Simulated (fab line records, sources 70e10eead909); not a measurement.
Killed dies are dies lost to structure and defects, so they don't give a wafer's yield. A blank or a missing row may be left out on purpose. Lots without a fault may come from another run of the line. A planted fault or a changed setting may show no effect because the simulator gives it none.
Which tool did it? | flow nand_harc | 11 lots, 33 wafers sampled, at 2 steps of a route of 1302

WHAT THE GAUGES READ, wafer by wafer
NHARC_A_M0_CD_MEAS_09: target cd 80 nm.
lot  | measured     | on        | cd_nm (nm)
L403 | day 22 17:14 | cd_sem-01 | 80.0 80.7 80.2
L404 | day 23 12:47 | cd_sem-03 | 78.6 79.9 79.4
L406 | day 24 00:35 | cd_sem-01 | 79.4 80.4 80.1
L407 | day 24 04:52 | cd_sem-01 | 78.4 79.7 79.7
L405 | day 24 06:20 | cd_sem-01 | 80.1 80.2 80.4
L410 | day 25 14:45 | cd_sem-03 | 79.7 80.2 79.9
L411 | day 25 18:52 | cd_sem-02 | 78.1 79.8 79.1
L414 | day 27 12:34 | cd_sem-01 | 80.2 79.6 79.3
L412 | day 28 03:35 | cd_sem-01 | 80.7 80.4 80.6
L420 | day 29 23:07 | cd_sem-01 | 79.2 79.6 77.5
L426 | day 32 22:59 | cd_sem-03 | 79.6 80.1 79.5

WHICH TOOL RAN EACH LOT (tool, then ch and the chambers of the sampled wafers, then the start)
lot  | NHARC_A_M0_DEVELOP_08
L403 | litho_track-04 ch 0, day 22 17:00
L404 | litho_track-04 ch 0, day 23 12:00
L406 | litho_track-01 ch 0, day 24 00:00
L407 | litho_track-06 ch 0, day 24 04:00
L405 | litho_track-06 ch 0, day 24 06:00
L410 | litho_track-01 ch 0, day 25 14:00
L411 | litho_track-04 ch 0, day 25 18:00
L414 | litho_track-04 ch 0, day 27 12:00
L412 | litho_track-01 ch 0, day 28 03:00
L420 | litho_track-04 ch 0, day 29 23:00
L426 | litho_track-01 ch 0, day 32 22:00
- NHARC_A_M0_DEVELOP_08: develop time 35 s.

THE ANSWER, worked out from the rows above alone
Rule: what is usual is taken from the lots themselves. Put in order of their means at a reading, lots are off if they are a third of the lots or fewer, leave a main group of 4 or more, and stand apart from it by a gap of 3 or more times the standard deviation of the main group's means; of several such gaps the widest counts. A main group whose means are all the same, to the digits that the tables above print for the reading, isn't used. A lot without any number at a reading at which 4 lots or more have one is off too. The other lots that the step has rows for count as sound.
No lot is off at any reading shown: from this, nothing can be told.

WHAT THE SIMULATOR HAD PUT IN
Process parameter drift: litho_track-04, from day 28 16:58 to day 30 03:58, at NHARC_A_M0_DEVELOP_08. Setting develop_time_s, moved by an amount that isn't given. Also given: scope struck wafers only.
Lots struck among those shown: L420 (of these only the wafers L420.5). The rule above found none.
